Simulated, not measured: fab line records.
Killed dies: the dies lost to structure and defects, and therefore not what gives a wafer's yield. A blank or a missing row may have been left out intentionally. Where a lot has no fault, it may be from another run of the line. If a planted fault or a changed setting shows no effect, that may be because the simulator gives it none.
Split-lot study / flow n5-finfet / 21 wafers read across 7 lots, on a route 1938 steps long

THE SPLIT ITSELF
At N5_BEOL_M6_ETCH_66 (etches SOC in N2/H2, target depth 80 nm, overetch 16 nm, time 120 s), the setting bias-w was moved away from the recipe's 150 W on 6 of the 21 wafers read, by -10.7% to +16.4%. All remaining wafers had this setting at the recipe value.

The reading comes from the split's own step.

THE READING
rf-vpp-V, in V, at N5_BEOL_M6_ETCH_66 (etches SOC in N2/H2, target depth 80 nm, overetch 16 nm, time 120 s). A value of 524.4 V with a standard deviation of 2.5 V is what fault-free wafers of this fab line usually give.

wafer=L081.2; tool, chamber at the split=rie-diel-02, 3; bias-w as run, W=157.5; against the recipe=+5.0%; rf-vpp-V, V=540.6; against lot-mates on the recipe=+14.8
wafer=L081.4; tool, chamber at the split=rie-diel-02, 2; bias-w as run, W=150; against the recipe=recipe; rf-vpp-V, V=527.9; against lot-mates on the recipe=-
wafer=L081.5; tool, chamber at the split=rie-diel-02, 3; bias-w as run, W=150; against the recipe=recipe; rf-vpp-V, V=523.8; against lot-mates on the recipe=-
wafer=L082.1; tool, chamber at the split=rie-diel-02, 0; bias-w as run, W=133.9; against the recipe=-10.7%; rf-vpp-V, V=485.7; against lot-mates on the recipe=-39.4
wafer=L082.4; tool, chamber at the split=rie-diel-02, 1; bias-w as run, W=150; against the recipe=recipe; rf-vpp-V, V=525.1; against lot-mates on the recipe=-
wafer=L082.5; tool, chamber at the split=rie-diel-02, 1; bias-w as run, W=133.9; against the recipe=-10.7%; rf-vpp-V, V=489.5; against lot-mates on the recipe=-35.6
wafer=L084.3; tool, chamber at the split=rie-diel-05, 2; bias-w as run, W=150; against the recipe=recipe; rf-vpp-V, V=524.9; against lot-mates on the recipe=-
wafer=L084.5; tool, chamber at the split=rie-diel-05, 2; bias-w as run, W=150; against the recipe=recipe; rf-vpp-V, V=523.2; against lot-mates on the recipe=-
wafer=L084.6; tool, chamber at the split=rie-diel-05, 3; bias-w as run, W=150; against the recipe=recipe; rf-vpp-V, V=522.0; against lot-mates on the recipe=-
wafer=L088.1; tool, chamber at the split=rie-diel-06, 1; bias-w as run, W=150; against the recipe=recipe; rf-vpp-V, V=519.9; against lot-mates on the recipe=-
wafer=L088.2; tool, chamber at the split=rie-diel-06, 0; bias-w as run, W=150; against the recipe=recipe; rf-vpp-V, V=526.9; against lot-mates on the recipe=-
wafer=L088.5; tool, chamber at the split=rie-diel-06, 3; bias-w as run, W=150; against the recipe=recipe; rf-vpp-V, V=525.5; against lot-mates on the recipe=-
wafer=L090.1; tool, chamber at the split=rie-diel-06, 0; bias-w as run, W=142.7; against the recipe=-4.9%; rf-vpp-V, V=511.2; against lot-mates on the recipe=-14.1
wafer=L090.2; tool, chamber at the split=rie-diel-06, 3; bias-w as run, W=150; against the recipe=recipe; rf-vpp-V, V=525.7; against lot-mates on the recipe=-
wafer=L090.6; tool, chamber at the split=rie-diel-06, 3; bias-w as run, W=150; against the recipe=recipe; rf-vpp-V, V=524.9; against lot-mates on the recipe=-
wafer=L096.1; tool, chamber at the split=rie-diel-06, 0; bias-w as run, W=174.6; against the recipe=+16.4%; rf-vpp-V, V=580.1; against lot-mates on the recipe=+51.1
wafer=L096.2; tool, chamber at the split=rie-diel-06, 1; bias-w as run, W=174.6; against the recipe=+16.4%; rf-vpp-V, V=574.8; against lot-mates on the recipe=+45.8
wafer=L096.5; tool, chamber at the split=rie-diel-06, 2; bias-w as run, W=150; against the recipe=recipe; rf-vpp-V, V=529.0; against lot-mates on the recipe=-
wafer=L097.3; tool, chamber at the split=rie-diel-06, 0; bias-w as run, W=150; against the recipe=recipe; rf-vpp-V, V=527.6; against lot-mates on the recipe=-
wafer=L097.4; tool, chamber at the split=rie-diel-06, 2; bias-w as run, W=150; against the recipe=recipe; rf-vpp-V, V=528.4; against lot-mates on the recipe=-
wafer=L097.6; tool, chamber at the split=rie-diel-06, 3; bias-w as run, W=150; against the recipe=recipe; rf-vpp-V, V=524.7; against lot-mates on the recipe=-

FIT RESULTS
A straight line over all 21 wafers: rf-vpp-V changes by +3.27 V for each +1% of bias-w; r = +0.99; the points scatter about the line by 2.6 V.
The same after taking each lot's own level away (the mean of its wafers on the recipe; 21 wafers): +3.11 V for each +1%; r = +0.99; scatter 2.4 V.
On that fit, the largest move of bias-w shifts the reading by 51 V.
The lots' own levels span 523.37 to 529.00 V, that is 2.3 times the standard deviation above.
The two slopes are in agreement: the lot-to-lot level therefore moves the slope only a little.
Check: +50.1 V against its lot-mates is what the line predicts for one of the wafers moved furthest among these (+16.4%) when that wafer is left out of the fit. It came out at +51.1 V against them.
Tool readings at the split's step, against how far the setting was moved: rf-vpp-V r = +0.99.

THE OTHER SPLITS THESE WAFERS WENT THROUGH
Other splits were also applied to these wafers ahead of the reading. Each is held against what the fit with the lots' levels taken away leaves over:
other split on the same wafers=N5_BEOL_M3_COAT_67 spin-rpm; wafers away from the commonest value=8; r with rf-vpp-V (lot level and that fit taken away)=+0.12
other split on the same wafers=N5_BEOL_M4_DEP_57 time-s; wafers away from the commonest value=9; r with rf-vpp-V (lot level and that fit taken away)=-0.01
other split on the same wafers=N5_BEOL_M5_COAT_66 spin-rpm; wafers away from the commonest value=8; r with rf-vpp-V (lot level and that fit taken away)=+0.13
other split on the same wafers=N5_BEOL_M5_COAT_22 spin-rpm; wafers away from the commonest value=8; r with rf-vpp-V (lot level and that fit taken away)=+0.09

THE WHOLE CHAIN: every reading that the file lists as answering this split, in the file's order
step=N5_BEOL_M6_ETCH_66; what it does=etches SOC in N2/H2, target depth 80 nm, overetch 16 nm, time 120 s; reading=rf-vpp-V; change (the file's fit)=+3.09 V for each +1% of the setting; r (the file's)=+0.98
step=N5_BEOL_M6_ETCH_66; what it does=etches SOC in N2/H2, target depth 80 nm, overetch 16 nm, time 120 s; reading=SiARC_of_BEOL_M6_COAT_64.thk-nm (the simulator's own value, which no gauge read); change (the file's fit)=-0.0688 nm for each +1% of the setting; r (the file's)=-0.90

FILE'S OWN FIT
rf-vpp-V changes by +3.09 V for each +1% of bias-w, r = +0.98.
